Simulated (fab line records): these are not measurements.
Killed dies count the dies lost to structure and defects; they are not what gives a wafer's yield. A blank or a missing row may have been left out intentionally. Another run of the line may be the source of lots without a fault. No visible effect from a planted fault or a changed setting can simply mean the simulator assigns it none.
Matching of chambers + flow n5 finfet + rie diel-03 running N5_SD_EPI_N_ETCH_45: 4 sister chambers
The step etches SiOCN in CH3F/O2, target depth 6 nm. 20 wafers are shown with their chamber, then 10 later ones without.

== WAFERS, EACH WITH ITS CHAMBER ==
| wafer  | chamber | drypump motor current A (A) | showerhead plenum p Torr (Torr) | throttle valve pct (%) |
|--------|---------|-----------------------------|---------------------------------|------------------------|
| L075.2 | 0       | 5.6                         | 1.91                            | 23.30                  |
| L075.4 | 3       | 6.5                         | 2.06                            | 23.26                  |
| L075.6 | 3       | 6.5                         | 2.06                            | 23.25                  |
| L076.1 | 0       | 5.6                         | 1.91                            | 23.31                  |
| L076.4 | 2       | 5.2                         | 1.94                            | 22.89                  |
| L076.5 | 2       | 5.3                         | 1.94                            | 22.89                  |
| L077.1 | 3       | 6.5                         | 2.06                            | 23.28                  |
| L077.4 | 2       | 5.3                         | 1.94                            | 22.88                  |
| L077.5 | 1       | 5.2                         | 2.06                            | 23.32                  |
| L079.1 | 2       | 5.3                         | 1.94                            | 22.88                  |
| L079.4 | 1       | 5.2                         | 2.06                            | 23.32                  |
| L079.6 | 3       | 6.5                         | 2.06                            | 23.29                  |
| L080.1 | 0       | 5.7                         | 1.90                            | 23.31                  |
| L080.4 | 3       | 6.5                         | 2.06                            | 23.29                  |
| L080.6 | 1       | 5.2                         | 2.06                            | 23.31                  |
| L083.2 | 1       | 5.2                         | 2.05                            | 23.33                  |
| L083.4 | 3       | 6.5                         | 2.05                            | 23.28                  |
| L083.6 | 2       | 5.3                         | 1.93                            | 22.90                  |
| L086.1 | 2       | 5.2                         | 1.93                            | 22.92                  |
| L086.5 | 0       | 5.6                         | 1.90                            | 23.33                  |

SIGNATURES, as means of the wafers listed above
| reading                  | chamber 0 | chamber 1 | chamber 2 | chamber 3 | scatter within a chamber |
|--------------------------|-----------|-----------|-----------|-----------|--------------------------|
| drypump motor current A  | 5.625     | 5.200     | 5.267     | 6.500     | 0.0361                   |
| showerhead plenum p Torr | 1.9050    | 2.0575    | 1.9367    | 2.0583    | 0.00495                  |
| throttle valve pct       | 23.3125   | 23.3200   | 22.8933   | 23.2750   | 0.014                    |
Rule: for each reading, subtract the chamber's mean from the wafer's reading, divide by that reading's scatter and square the result; add these up over the readings and take the root, which gives the wafer's distance from the chamber. The wafer belongs to the nearest chamber; if the next one is less than 2 further off, it can't be placed. How the scatter is found: for the shown wafers, subtract from each reading the mean of its chamber, square and add these, divide the total by (wafers less chambers), then take the root.

== WAFERS WITHOUT THEIR CHAMBER ==
| wafer  | drypump motor current A (A) | showerhead plenum p Torr (Torr) | throttle valve pct (%) |
|--------|-----------------------------|---------------------------------|------------------------|
| L086.6 | 5.2                         | 2.05                            | 23.35                  |
| L089.2 | 5.2                         | 1.93                            | 22.93                  |
| L089.3 | 5.1                         | 2.05                            | 23.34                  |
| L089.6 | 5.2                         | 2.05                            | 23.35                  |
| L090.3 | 5.7                         | 1.90                            | 23.34                  |
| L090.4 | 5.3                         | 1.93                            | 22.94                  |
| L090.5 | 5.3                         | 1.93                            | 22.93                  |
| L096.2 | 5.6                         | 1.89                            | 23.35                  |
| L096.4 | 5.6                         | 1.89                            | 23.34                  |
| L096.5 | 5.3                         | 1.93                            | 22.94                  |

== WHICH CHAMBER EACH WENT THROUGH ==
| wafer  | from the rows above | in truth |
|--------|---------------------|----------|
| L086.6 | 1                   | 1        |
| L089.2 | 2                   | 2        |
| L089.3 | 1                   | 1        |
| L089.6 | 1                   | 1        |
| L090.3 | 0                   | 0        |
| L090.4 | 2                   | 2        |
| L090.5 | 2                   | 2        |
| L096.2 | 0                   | 0        |
| L096.4 | 0                   | 0        |
| L096.5 | 2                   | 2        |
Correctly placed: 10 of 10. Can't be placed from these rows: 0. Number placed wrongly: 0.
